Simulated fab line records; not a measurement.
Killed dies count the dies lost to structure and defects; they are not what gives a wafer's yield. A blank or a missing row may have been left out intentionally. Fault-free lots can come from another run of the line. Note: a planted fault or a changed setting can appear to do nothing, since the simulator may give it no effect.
fab line records :: flow n5-finfet :: part 2 of 2: steps 23 to 33 of 33
[record]
  lots = 5
  wafers = 15
  last-day = 17
route steps=1938 shown BEOL_M3@1018 BEOL_M4@1021
lots untouched by any fault: they come from a run of this same line in which no faults occurred
start-h: the number of hours between the record's first day and the start of the first shown wafer of the lot :: wait-h: hours elapsed since this lot's preceding step :: " unchanged from the row above :: L1.1+2: a single row standing in for several wafers :: - either no value or no given start :: * or withheld: withheld :: < > ~ a bound
route shown NAME@n: NAME is a module with steps in the file, n the number in the route of the first one :: usual: mean/standard deviation taken from wafers without a fault :: same: alike in all rows :: chamber/n: place in a boat :: sites: per-site readings :: _std_site: the standard deviation of these :: _edge_site: mean of outer sites minus mean of inner sites :: radius-mm: for every site, how far away it sits from the centre of the wafer :: mask NAME#n: copy n :: behind: the most recent tool/chamber to have shaped the wafer :: hold: the reason the lot was held/the length of the hold in hours/how it ended :: device: which transistor (n, p or np) failed to switch :: end of line: the route-end tests of the same wafers :: a step with no rows: only its recipe :: killed: the dies lost at the first sort to structure and to defects; this is not the yield of the wafer :: map: dies across one wafer; x = killed, . = not, _ = none there
set.NAME: the setting that was run; set.NAME@STEP: the one run at that earlier step :: model.NAME: the simulator's own value behind a step, which no gauge read
certain route steps with their lots: each step a table, each wafer a row
services: from which hour (start-h, from the record's first day; less than 0 if before it) a tool's chamber was out of use, for how many hours, and why
[[steps]]
[step N5_BEOL_M4_ETCH_64]
[recipe]
  chemistry = N2/H2
  target = SOC
  target-depth-a = 750
  overetch-a = 225
  mask-material = SiARC
  temp-c = 40
  time-s = 121.9
  ion-energy-ev = 200
  pressure-mtorr = 30
  source-w = 840
  bias-w = 150
  n2-flow-sccm = 200
  h2-flow-sccm = 200
[usual]
  drypump-motor-current-A = 5.8/0.52
  oes-product-au = 0.58/0.078
  rf-vpp-V = 524.7/2.7
  showerhead-plenum-p-Torr = 2.57/0.093
  throttle-valve-pct = 17.8/0.35
lot.wafer: L078.2
tool: rie-diel-02
chamber: 3
start-h: 197.97
wait-h: 0.0
drypump-motor-current-A: 6.4
oes-product-au: 0.55
rf-hours-counter-h: 186
rf-vpp-V: 520.4
showerhead-plenum-p-Torr: 2.43
throttle-valve-pct: 17.6

lot.wafer: L078.4
tool: rie-diel-02
chamber: 1
start-h: 197.97
wait-h: 0.0
drypump-motor-current-A: 5.5
oes-product-au: 0.55
rf-hours-counter-h: 216
rf-vpp-V: 523.6
showerhead-plenum-p-Torr: 2.53
throttle-valve-pct: 18.3

lot.wafer: L078.6
tool: rie-diel-02
chamber: 3
start-h: 197.97
wait-h: 0.0
drypump-motor-current-A: 6.4
oes-product-au: 0.54
rf-hours-counter-h: -
rf-vpp-V: 520.2
showerhead-plenum-p-Torr: 2.43
throttle-valve-pct: 17.6

lot.wafer: L083.3
tool: rie-diel-06
chamber: 3
start-h: 226.87
wait-h: 0.0
drypump-motor-current-A: 6.8
oes-product-au: 0.52
rf-hours-counter-h: 237
rf-vpp-V: 525.7
showerhead-plenum-p-Torr: 2.61
throttle-valve-pct: 17.9

lot.wafer: L083.4
tool: rie-diel-06
chamber: 0
start-h: 226.87
wait-h: 0.0
drypump-motor-current-A: 5.9
oes-product-au: 0.55
rf-hours-counter-h: 203
rf-vpp-V: 525.3
showerhead-plenum-p-Torr: 2.63
throttle-valve-pct: 18.0

lot.wafer: L083.5
tool: rie-diel-06
chamber: 0
start-h: 226.87
wait-h: 0.0
drypump-motor-current-A: 5.9
oes-product-au: 0.55
rf-hours-counter-h: -
rf-vpp-V: 525.6
showerhead-plenum-p-Torr: 2.63
throttle-valve-pct: 18.0

lot.wafer: L085.2
tool: rie-diel-06
chamber: 2
start-h: 275.64
wait-h: 0.0
drypump-motor-current-A: 6.2
oes-product-au: 0.51
rf-hours-counter-h: 249
rf-vpp-V: 524.1
showerhead-plenum-p-Torr: 2.61
throttle-valve-pct: 18.1

lot.wafer: L085.4
tool: rie-diel-06
chamber: 0
start-h: 275.64
wait-h: 0.0
drypump-motor-current-A: 5.9
oes-product-au: 0.54
rf-hours-counter-h: -
rf-vpp-V: 525.7
showerhead-plenum-p-Torr: 2.62
throttle-valve-pct: 18.1

lot.wafer: L085.5
tool: rie-diel-06
chamber: 1
start-h: 275.64
wait-h: 0.0
drypump-motor-current-A: 5.2
oes-product-au: 0.52
rf-hours-counter-h: -
rf-vpp-V: 527.4
showerhead-plenum-p-Torr: 2.61
throttle-valve-pct: 17.8

lot.wafer: L091.1
tool: rie-diel-06
chamber: 2
start-h: 284.79
wait-h: 0.0
drypump-motor-current-A: 6.2
oes-product-au: 0.51
rf-hours-counter-h: 253
rf-vpp-V: 525.1
showerhead-plenum-p-Torr: 2.61
throttle-valve-pct: 18.1

lot.wafer: L091.2
tool: rie-diel-06
chamber: 0
start-h: 284.79
wait-h: 0.0
drypump-motor-current-A: 5.9
oes-product-au: 0.54
rf-hours-counter-h: 224
rf-vpp-V: 525.7
showerhead-plenum-p-Torr: 2.62
throttle-valve-pct: 18.1

lot.wafer: L091.6
tool: rie-diel-06
chamber: 2
start-h: 284.79
wait-h: 0.0
drypump-motor-current-A: 6.1
oes-product-au: 0.51
rf-hours-counter-h: -
rf-vpp-V: 527.1
showerhead-plenum-p-Torr: 2.61
throttle-valve-pct: 18.1

lot.wafer: L094.1
tool: rie-diel-06
chamber: 3
start-h: 297.99
wait-h: 0.0
drypump-motor-current-A: 6.8
oes-product-au: 0.73
rf-hours-counter-h: 4
rf-vpp-V: 524.8
showerhead-plenum-p-Torr: 2.61
throttle-valve-pct: 17.5

lot.wafer: L094.4
tool: rie-diel-06
chamber: 3
start-h: 297.99
wait-h: 0.0
drypump-motor-current-A: 6.8
oes-product-au: 0.73
rf-hours-counter-h: -
rf-vpp-V: 526.1
showerhead-plenum-p-Torr: 2.61
throttle-valve-pct: 17.5

lot.wafer: L094.5
tool: rie-diel-06
chamber: 0
start-h: 297.99
wait-h: 0.0
drypump-motor-current-A: 5.9
oes-product-au: 0.54
rf-hours-counter-h: -
rf-vpp-V: 525.6
showerhead-plenum-p-Torr: 2.61
throttle-valve-pct: 18.1
[step N5_BEOL_M4_STRIP_65]
[recipe]
  chemistry = N2/H2
  temp-c = 40
  n2-flow-sccm = 200
  h2-flow-sccm = 200
  rf-frequency-hz = 6e+07
lot.wafer: L078.2+4+6
tool: rie-diel-02
chamber: 3,1,3
start-h: 198.08
wait-h: 0.1

lot.wafer: L083.3+4+5
tool: rie-diel-06
chamber: 3,0,0
start-h: 226.98
wait-h: 0.1

lot.wafer: L085.2+4+5
tool: rie-diel-06
chamber: 2,0,1
start-h: 275.75
wait-h: 0.1

lot.wafer: L091.1+2+6
tool: rie-diel-06
chamber: 2,0,2
start-h: 284.91
wait-h: 0.1

lot.wafer: L094.1+4+5
tool: rie-diel-06
chamber: 3,3,0
start-h: 298.10
wait-h: 0.1
[step N5_BEOL_M4_STRIP_75]
[recipe]
  chemistry = N2/H2
  temp-c = 40
  n2-flow-sccm = 200
  h2-flow-sccm = 200
  rf-frequency-hz = 6e+07
lot.wafer: L078.2+4+6
tool: rie-diel-02
chamber: 3,1,3
start-h: 198.09
wait-h: 0.0

lot.wafer: L083.3+4+5
tool: rie-diel-06
chamber: 3,0,0
start-h: 226.99
wait-h: 0.0

lot.wafer: L085.2+4+5
tool: rie-diel-06
chamber: 2,0,1
start-h: 275.76
wait-h: 0.0

lot.wafer: L091.1+2+6
tool: rie-diel-06
chamber: 2,0,2
start-h: 284.92
wait-h: 0.0

lot.wafer: L094.1+4+5
tool: rie-diel-06
chamber: 3,3,0
start-h: 298.11
wait-h: 0.0
[step N5_BEOL_M4_STRIP_66]
[recipe]
  chemistry = CF4
  resist = SiARC
  power-w = 300
  bias-power-w = 75
  pressure-mtorr = 50
  cf4-flow-sccm = 150
  rf-frequency-hz = 6e+07
[usual]
  drypump-motor-current-A = 5.8/0.52
  oes-product-au = 0.76/0.1
  rf-vpp-V = 271.5/1.6
  showerhead-plenum-p-Torr = 1.82/0.057
  throttle-valve-pct = 13.6/0.33
lot.wafer: L078.2
tool: rie-diel-02
chamber: 3
start-h: 198.10
wait-h: 0.0
drypump-motor-current-A: 6.3
oes-product-au: 0.71
rf-hours-counter-h: 186
rf-vpp-V: 269.0
showerhead-plenum-p-Torr: 1.72
throttle-valve-pct: 13.4

lot.wafer: L078.4
tool: rie-diel-02
chamber: 1
start-h: 198.10
wait-h: 0.0
drypump-motor-current-A: 5.4
oes-product-au: 0.71
rf-hours-counter-h: 216
rf-vpp-V: 270.0
showerhead-plenum-p-Torr: 1.77
throttle-valve-pct: 14.0

lot.wafer: L078.6
tool: rie-diel-02
chamber: 3
start-h: 198.10
wait-h: 0.0
drypump-motor-current-A: 6.4
oes-product-au: 0.72
rf-hours-counter-h: -
rf-vpp-V: 268.2
showerhead-plenum-p-Torr: 1.72
throttle-valve-pct: 13.5

lot.wafer: L083.3
tool: rie-diel-06
chamber: 3
start-h: 227.00
wait-h: 0.0
drypump-motor-current-A: 6.8
oes-product-au: 0.68
rf-hours-counter-h: 237
rf-vpp-V: 271.2
showerhead-plenum-p-Torr: 1.86
throttle-valve-pct: 13.7

lot.wafer: L083.4
tool: rie-diel-06
chamber: 0
start-h: 227.00
wait-h: 0.0
drypump-motor-current-A: 5.9
oes-product-au: 0.71
rf-hours-counter-h: 203
rf-vpp-V: 272.1
showerhead-plenum-p-Torr: 1.86
throttle-valve-pct: 13.8

lot.wafer: L083.5
tool: rie-diel-06
chamber: 0
start-h: 227.00
wait-h: 0.0
drypump-motor-current-A: 5.9
oes-product-au: 0.72
rf-hours-counter-h: -
rf-vpp-V: 270.7
showerhead-plenum-p-Torr: 1.86
throttle-valve-pct: 13.8

lot.wafer: L085.2
tool: rie-diel-06
chamber: 2
start-h: 275.77
wait-h: 0.0
drypump-motor-current-A: 6.2
oes-product-au: 0.66
rf-hours-counter-h: 249
rf-vpp-V: 270.8
showerhead-plenum-p-Torr: 1.83
throttle-valve-pct: 13.7

lot.wafer: L085.4
tool: rie-diel-06
chamber: 0
start-h: 275.77
wait-h: 0.0
drypump-motor-current-A: 5.9
oes-product-au: 0.70
rf-hours-counter-h: -
rf-vpp-V: 271.9
showerhead-plenum-p-Torr: 1.85
throttle-valve-pct: 13.9

lot.wafer: L085.5
tool: rie-diel-06
chamber: 1
start-h: 275.77
wait-h: 0.0
drypump-motor-current-A: 5.2
oes-product-au: 0.67
rf-hours-counter-h: -
rf-vpp-V: 271.9
showerhead-plenum-p-Torr: 1.84
throttle-valve-pct: 13.8

lot.wafer: L091.1
tool: rie-diel-06
chamber: 2
start-h: 284.93
wait-h: 0.0
drypump-motor-current-A: 6.2
oes-product-au: 0.66
rf-hours-counter-h: 253
rf-vpp-V: 272.7
showerhead-plenum-p-Torr: 1.83
throttle-valve-pct: 13.8

lot.wafer: L091.2
tool: rie-diel-06
chamber: 0
start-h: 284.93
wait-h: 0.0
drypump-motor-current-A: 5.9
oes-product-au: 0.70
rf-hours-counter-h: 224
rf-vpp-V: 270.1
showerhead-plenum-p-Torr: 1.85
throttle-valve-pct: 13.9

lot.wafer: L091.6
tool: rie-diel-06
chamber: 2
start-h: 284.93
wait-h: 0.0
drypump-motor-current-A: 6.1
oes-product-au: 0.66
rf-hours-counter-h: -
rf-vpp-V: 271.9
showerhead-plenum-p-Torr: 1.83
throttle-valve-pct: 13.8

lot.wafer: L094.1
tool: rie-diel-06
chamber: 3
start-h: 298.12
wait-h: 0.0
drypump-motor-current-A: 6.8
oes-product-au: 0.93
rf-hours-counter-h: 5
rf-vpp-V: 273.3
showerhead-plenum-p-Torr: 1.85
throttle-valve-pct: 13.2

lot.wafer: L094.4
tool: rie-diel-06
chamber: 3
start-h: 298.12
wait-h: 0.0
drypump-motor-current-A: 6.8
oes-product-au: 0.94
rf-hours-counter-h: -
rf-vpp-V: 270.6
showerhead-plenum-p-Torr: 1.85
throttle-valve-pct: 13.2

lot.wafer: L094.5
tool: rie-diel-06
chamber: 0
start-h: 298.12
wait-h: 0.0
drypump-motor-current-A: 5.9
oes-product-au: 0.70
rf-hours-counter-h: -
rf-vpp-V: 272.6
showerhead-plenum-p-Torr: 1.85
throttle-valve-pct: 13.9
[step N5_BEOL_M4_HM_OPEN_17]
[recipe]
  chemistry = Cl2/BCl3
  target-depth-a = 200
  overetch-a = 60
  target = TiN
  mask-material = SOC
  ion-energy-ev = 150
  pressure-mtorr = 10
  icp-w = 1000
  bias-w = 126
  Cl2_flow_sccm = 53.25
  bcl3-flow-sccm = 21.75
  Ar_flow_sccm = 25
[usual]
  drypump-motor-current-A = 5.5/0.53
  oes-product-au = 0.67/0.079
  throttle-valve-pct = 22.07/0.21
lot.wafer: L078.2
tool: rie-metal-03
chamber: 1
start-h: 198.14
wait-h: 0.0
drypump-motor-current-A: 6.0
oes-product-au: 0.56
rf-hours-counter-h: 103
throttle-valve-pct: 21.97

lot.wafer: L078.4
tool: rie-metal-03
chamber: 1
start-h: 198.14
wait-h: 0.0
drypump-motor-current-A: 6.0
oes-product-au: 0.55
rf-hours-counter-h: -
throttle-valve-pct: 21.98

lot.wafer: L078.6
tool: rie-metal-03
chamber: 0
start-h: 198.14
wait-h: 0.0
drypump-motor-current-A: 5.1
oes-product-au: 0.69
rf-hours-counter-h: -
throttle-valve-pct: 22.38

lot.wafer: L083.3
tool: rie-metal-01
chamber: 0
start-h: 227.07
wait-h: 0.1
drypump-motor-current-A: 5.0
oes-product-au: 0.71
rf-hours-counter-h: -
throttle-valve-pct: 22.06

lot.wafer: L083.4
tool: rie-metal-01
chamber: 1
start-h: 227.07
wait-h: 0.1
drypump-motor-current-A: 5.6
oes-product-au: 0.67
rf-hours-counter-h: -
throttle-valve-pct: 21.82

lot.wafer: L083.5
tool: rie-metal-01
chamber: 0
start-h: 227.07
wait-h: 0.1
drypump-motor-current-A: 5.0
oes-product-au: 0.71
rf-hours-counter-h: -
throttle-valve-pct: 22.08

lot.wafer: L085.2
tool: rie-metal-01
chamber: 0
start-h: 275.81
wait-h: 0.0
drypump-motor-current-A: 4.9
oes-product-au: 0.70
rf-hours-counter-h: 30
throttle-valve-pct: 22.08

lot.wafer: L085.4
tool: rie-metal-01
chamber: 0
start-h: 275.81
wait-h: 0.0
drypump-motor-current-A: 5.0
oes-product-au: 0.69
rf-hours-counter-h: -
throttle-valve-pct: 22.09

lot.wafer: L085.5
tool: rie-metal-01
chamber: 1
start-h: 275.81
wait-h: 0.0
drypump-motor-current-A: 5.7
oes-product-au: 0.67
rf-hours-counter-h: -
throttle-valve-pct: 21.81

lot.wafer: L091.1
tool: rie-metal-01
chamber: 1
start-h: 284.97
wait-h: 0.0
drypump-motor-current-A: 5.7
oes-product-au: 0.66
rf-hours-counter-h: 37
throttle-valve-pct: 21.82

lot.wafer: L091.2
tool: rie-metal-01
chamber: 0
start-h: 284.97
wait-h: 0.0
drypump-motor-current-A: 5.0
oes-product-au: 0.70
rf-hours-counter-h: 31
throttle-valve-pct: 22.09

lot.wafer: L091.6
tool: rie-metal-01
chamber: 1
start-h: 284.97
wait-h: 0.0
drypump-motor-current-A: 5.7
oes-product-au: 0.66
rf-hours-counter-h: -
throttle-valve-pct: 21.82

lot.wafer: L094.1
tool: rie-metal-02
chamber: 1
start-h: 298.16
wait-h: 0.0
drypump-motor-current-A: 6.4
oes-product-au: 0.71
rf-hours-counter-h: 27
throttle-valve-pct: 22.25

lot.wafer: L094.4
tool: rie-metal-02
chamber: 0
start-h: 298.16
wait-h: 0.0
drypump-motor-current-A: 4.8
oes-product-au: 0.80
rf-hours-counter-h: -
throttle-valve-pct: 21.81

lot.wafer: L094.5
tool: rie-metal-02
chamber: 1
start-h: 298.16
wait-h: 0.0
drypump-motor-current-A: 6.4
oes-product-au: 0.71
rf-hours-counter-h: -
throttle-valve-pct: 22.27
[step N5_BEOL_M4_STRIP_19]
[recipe]
  chemistry = O2
  power-w = 400
  temp-c = 40
  pressure-mtorr = 30
  rf-frequency-hz = 6e+07
  bias-power-w = 0
  overash-fraction = 0.2
  o2-flow-sccm = 225
[usual]
  drypump-motor-current-A = 5.8/0.51
  o2-flow-sccm = 225.1/0.71
  oes-product-au = 0.75/0.1
  rf-vpp-V = 3.6/0.44
  showerhead-plenum-p-Torr = 2.11/0.079
  throttle-valve-pct = 16.7/0.3
lot.wafer: L078.2
tool: rie-diel-06
chamber: 0
start-h: 198.25
wait-h: 0.1
drypump-motor-current-A: 5.9
o2-flow-sccm: 223.2
oes-product-au: 0.73
rf-hours-counter-h: 194
rf-vpp-V: 3.3
showerhead-plenum-p-Torr: 2.15
throttle-valve-pct: 16.7

lot.wafer: L078.4
tool: rie-diel-06
chamber: 1
start-h: 198.25
wait-h: 0.1
drypump-motor-current-A: 5.2
o2-flow-sccm: 225.8
oes-product-au: 0.69
rf-hours-counter-h: 202
rf-vpp-V: 3.4
showerhead-plenum-p-Torr: 2.19
throttle-valve-pct: 16.8

lot.wafer: L078.6
tool: rie-diel-06
chamber: 1
start-h: 198.25
wait-h: 0.1
drypump-motor-current-A: 5.2
o2-flow-sccm: 225.5
oes-product-au: 0.69
rf-hours-counter-h: -
rf-vpp-V: 3.1
showerhead-plenum-p-Torr: 2.19
throttle-valve-pct: 16.8

lot.wafer: L083.3
tool: rie-diel-03
chamber: 2
start-h: 227.21
wait-h: 0.1
drypump-motor-current-A: 5.6
o2-flow-sccm: 225.8
oes-product-au: 0.72
rf-hours-counter-h: 194
rf-vpp-V: 3.6
showerhead-plenum-p-Torr: 1.99
throttle-valve-pct: 16.7

lot.wafer: L083.4
tool: rie-diel-03
chamber: 1
start-h: 227.21
wait-h: 0.1
drypump-motor-current-A: 5.9
o2-flow-sccm: 225.2
oes-product-au: 0.75
rf-hours-counter-h: 176
rf-vpp-V: 4.0
showerhead-plenum-p-Torr: 2.19
throttle-valve-pct: 17.2

lot.wafer: L083.5
tool: rie-diel-03
chamber: 3
start-h: 227.21
wait-h: 0.1
drypump-motor-current-A: 6.1
o2-flow-sccm: 225.3
oes-product-au: 0.67
rf-hours-counter-h: -
rf-vpp-V: 3.1
showerhead-plenum-p-Torr: 1.98
throttle-valve-pct: 16.7

lot.wafer: L085.2
tool: rie-diel-02
chamber: 2
start-h: 275.92
wait-h: 0.1
drypump-motor-current-A: 5.2
o2-flow-sccm: 224.8
oes-product-au: 0.94
rf-hours-counter-h: 14
rf-vpp-V: 3.6
showerhead-plenum-p-Torr: 2.05
throttle-valve-pct: 16.3

lot.wafer: L085.4
tool: rie-diel-02
chamber: 0
start-h: 275.92
wait-h: 0.1
drypump-motor-current-A: 6.1
o2-flow-sccm: 224.9
oes-product-au: 0.87
rf-hours-counter-h: 51
rf-vpp-V: 3.9
showerhead-plenum-p-Torr: 2.23
throttle-valve-pct: 16.2

lot.wafer: L085.5
tool: rie-diel-02
chamber: 2
start-h: 275.92
wait-h: 0.1
drypump-motor-current-A: 5.2
o2-flow-sccm: 224.4
oes-product-au: 0.94
rf-hours-counter-h: -
rf-vpp-V: 3.3
showerhead-plenum-p-Torr: 2.05
throttle-valve-pct: 16.3

lot.wafer: L091.1
tool: rie-diel-06
chamber: 1
start-h: 285.08
wait-h: 0.1
drypump-motor-current-A: 5.2
o2-flow-sccm: 226.0
oes-product-au: 0.66
rf-hours-counter-h: 232
rf-vpp-V: 3.3
showerhead-plenum-p-Torr: 2.18
throttle-valve-pct: 16.9

lot.wafer: L091.2
tool: rie-diel-06
chamber: 2
start-h: 285.08
wait-h: 0.1
drypump-motor-current-A: 6.2
o2-flow-sccm: 224.3
oes-product-au: 0.66
rf-hours-counter-h: 253
rf-vpp-V: 4.3
showerhead-plenum-p-Torr: 2.17
throttle-valve-pct: 16.9

lot.wafer: L091.6
tool: rie-diel-06
chamber: 1
start-h: 285.08
wait-h: 0.1
drypump-motor-current-A: 5.2
o2-flow-sccm: 227.0
oes-product-au: 0.67
rf-hours-counter-h: -
rf-vpp-V: 3.1
showerhead-plenum-p-Torr: 2.18
throttle-valve-pct: 16.9

lot.wafer: L094.1
tool: rie-diel-03
chamber: 2
start-h: 298.43
wait-h: 0.2
drypump-motor-current-A: 5.6
o2-flow-sccm: 224.7
oes-product-au: 0.70
rf-hours-counter-h: 220
rf-vpp-V: 3.4
showerhead-plenum-p-Torr: 1.98
throttle-valve-pct: 16.7

lot.wafer: L094.4
tool: rie-diel-03
chamber: 0
start-h: 298.43
wait-h: 0.2
drypump-motor-current-A: 4.9
o2-flow-sccm: 224.6
oes-product-au: 0.86
rf-hours-counter-h: 44
rf-vpp-V: 4.1
showerhead-plenum-p-Torr: 2.05
throttle-valve-pct: 16.4

lot.wafer: L094.5
tool: rie-diel-03
chamber: 2
start-h: 298.43
wait-h: 0.2
drypump-motor-current-A: 5.6
o2-flow-sccm: 223.4
oes-product-au: 0.70
rf-hours-counter-h: -
rf-vpp-V: 3.8
showerhead-plenum-p-Torr: 1.98
throttle-valve-pct: 16.7
[step N5_BEOL_M4_CD_MEAS_18]
[recipe]
  pitch-nm = 36
  target-cd-nm = 18
[usual]
  cd-nm = 18.0/0.41
lot.wafer: L078.2
tool: cd-sem-02
chamber: -
start-h: 198.33
wait-h: 0.1
cd-nm: 17.8

lot.wafer: L078.4
tool: cd-sem-02
chamber: -
start-h: 198.33
wait-h: 0.1
cd-nm: 17.3

lot.wafer: L078.6
tool: cd-sem-02
chamber: -
start-h: 198.33
wait-h: 0.1
cd-nm: 17.8

lot.wafer: L083.3
tool: cd-sem-01
chamber: -
start-h: 227.29
wait-h: 0.1
cd-nm: 17.8

lot.wafer: L083.4
tool: cd-sem-01
chamber: -
start-h: 227.29
wait-h: 0.1
cd-nm: 17.6

lot.wafer: L083.5
tool: cd-sem-01
chamber: -
start-h: 227.29
wait-h: 0.1
cd-nm: 18.1

lot.wafer: L085.2
tool: cd-sem-02
chamber: -
start-h: 276.00
wait-h: 0.1
cd-nm: 18.2

lot.wafer: L085.4
tool: cd-sem-02
chamber: -
start-h: 276.00
wait-h: 0.1
cd-nm: 17.9

lot.wafer: L085.5
tool: cd-sem-02
chamber: -
start-h: 276.00
wait-h: 0.1
cd-nm: 17.7

lot.wafer: L091.1
tool: cd-sem-02
chamber: -
start-h: 285.15
wait-h: 0.0
cd-nm: 17.8

lot.wafer: L091.2
tool: cd-sem-02
chamber: -
start-h: 285.15
wait-h: 0.0
cd-nm: 17.8

lot.wafer: L091.6
tool: cd-sem-02
chamber: -
start-h: 285.15
wait-h: 0.0
cd-nm: 18.2

lot.wafer: L094.1
tool: cd-sem-01
chamber: -
start-h: 298.50
wait-h: 0.0
cd-nm: 18.5

lot.wafer: L094.4
tool: cd-sem-01
chamber: -
start-h: 298.50
wait-h: 0.0
cd-nm: 18.3

lot.wafer: L094.5
tool: cd-sem-01
chamber: -
start-h: 298.50
wait-h: 0.0
cd-nm: 18.3
[step N5_BEOL_M4_COAT_67]
[recipe]
  resist = SOC
  temp-c = 250
  time-s = 60
  spin-rpm = 1500
  resist-thk-nm = 60
lot.wafer: L078.2+4+6
tool: litho-track-05
chamber: 0
start-h: 198.36
wait-h: 0.0

lot.wafer: L083.3+4+5
tool: litho-track-01
chamber: 0
start-h: 227.32
wait-h: 0.0

lot.wafer: L085.2+4+5
tool: litho-track-05
chamber: 0
start-h: 276.03
wait-h: 0.0

lot.wafer: L091.1+2+6
tool: litho-track-01
chamber: 0
start-h: 285.18
wait-h: 0.0

lot.wafer: L094.1+4+5
tool: litho-track-05
chamber: 0
start-h: 298.54
wait-h: 0.0
[step N5_BEOL_M4_COAT_68]
[recipe]
  resist = SiARC
  temp-c = 220
  time-s = 60
  spin-rpm = 1500
  resist-thk-nm = 12
lot.wafer: L078.2+4+6
tool: litho-track-05
chamber: 0
start-h: -
wait-h: -

lot.wafer: L083.3+4+5
tool: litho-track-01
chamber: 0
start-h: -
wait-h: -

lot.wafer: L085.2+4+5
tool: litho-track-05
chamber: 0
start-h: -
wait-h: -

lot.wafer: L091.1+2+6
tool: litho-track-01
chamber: 0
start-h: -
wait-h: -

lot.wafer: L094.1+4+5
tool: litho-track-05
chamber: 0
start-h: -
wait-h: -
[step N5_BEOL_M4_COAT_76]
[recipe]
  resist = underlayer
  temp-c = 205
  time-s = 60
  spin-rpm = 1500
  resist-thk-nm = 5
lot.wafer: L078.2+4+6
tool: litho-track-05
chamber: 0
start-h: -
wait-h: -

lot.wafer: L083.3+4+5
tool: litho-track-01
chamber: 0
start-h: -
wait-h: -

lot.wafer: L085.2+4+5
tool: litho-track-05
chamber: 0
start-h: -
wait-h: -

lot.wafer: L091.1+2+6
tool: litho-track-01
chamber: 0
start-h: -
wait-h: -

lot.wafer: L094.1+4+5
tool: litho-track-05
chamber: 0
start-h: -
wait-h: -
[step N5_BEOL_M4_COAT_22]
[recipe]
  resist = CAR-EUV
  spin-rpm = 1500
  resist-thk-nm = 30
lot.wafer: L078.2+4+6
tool: litho-track-05
chamber: 0
start-h: -
wait-h: -

lot.wafer: L083.3+4+5
tool: litho-track-01
chamber: 0
start-h: -
wait-h: -

lot.wafer: L085.2+4+5
tool: litho-track-05
chamber: 0
start-h: -
wait-h: -

lot.wafer: L091.1+2+6
tool: litho-track-01
chamber: 0
start-h: -
wait-h: -

lot.wafer: L094.1+4+5
tool: litho-track-05
chamber: 0
start-h: -
wait-h: -
[[services]]
tool: euv-scanner-01
chamber: -
start-h: 182.21
hours: 12.0
kind: pm

tool: rie-diel-02
chamber: 2
start-h: 187.41
hours: 4.7
kind: repair

tool: euv-scanner-01
chamber: -
start-h: 194.21
hours: 1.0
kind: pm

tool: rie-metal-02
chamber: 1
start-h: 199.28
hours: 6.9
kind: repair

tool: rie-diel-06
chamber: 2
start-h: 204.99
hours: 5.7
kind: repair

tool: euv-scanner-02
chamber: -
start-h: 206.65
hours: 1.5
kind: repair

tool: pecvd-03
chamber: -
start-h: 208.14
hours: 1.6
kind: repair

tool: rie-diel-02
chamber: 0
start-h: 209.63
hours: 4.7
kind: repair

tool: rie-diel-02
chamber: 2
start-h: 215.22
hours: 8.0
kind: repair

tool: euv-scanner-02
chamber: -
start-h: 225.49
hours: 1.0
kind: pm

tool: rie-diel-03
chamber: 2
start-h: 232.24
hours: 9.5
kind: repair

tool: rie-diel-06
chamber: -
start-h: 234.94
hours: 0.5
kind: repair

tool: euv-scanner-02
chamber: -
start-h: 235.71
hours: 4.6
kind: pm

tool: pecvd-01
chamber: -
start-h: 236.93
hours: 14.6
kind: pm

tool: euv-scanner-01
chamber: -
start-h: 241.07
hours: 4.6
kind: pm

tool: pecvd-02
chamber: 0
start-h: 241.45
hours: 3.9
kind: repair

tool: rie-diel-03
chamber: 3
start-h: 245.80
hours: 5.4
kind: repair

tool: euv-scanner-02
chamber: -
start-h: 260.94
hours: 1.3
kind: repair

tool: pecvd-01
chamber: -
start-h: 266.95
hours: 2.8
kind: pm

tool: pecvd-01
chamber: 1
start-h: 278.52
hours: 4.2
kind: repair

tool: euv-scanner-02
chamber: -
start-h: 281.38
hours: 1.0
kind: pm

tool: pecvd-01
chamber: 2
start-h: 284.94
hours: 19.7
kind: repair

tool: pecvd-04
chamber: -
start-h: 296.71
hours: 4.4
kind: repair

tool: euv-scanner-01
chamber: -
start-h: 297.60
hours: 1.0
kind: pm
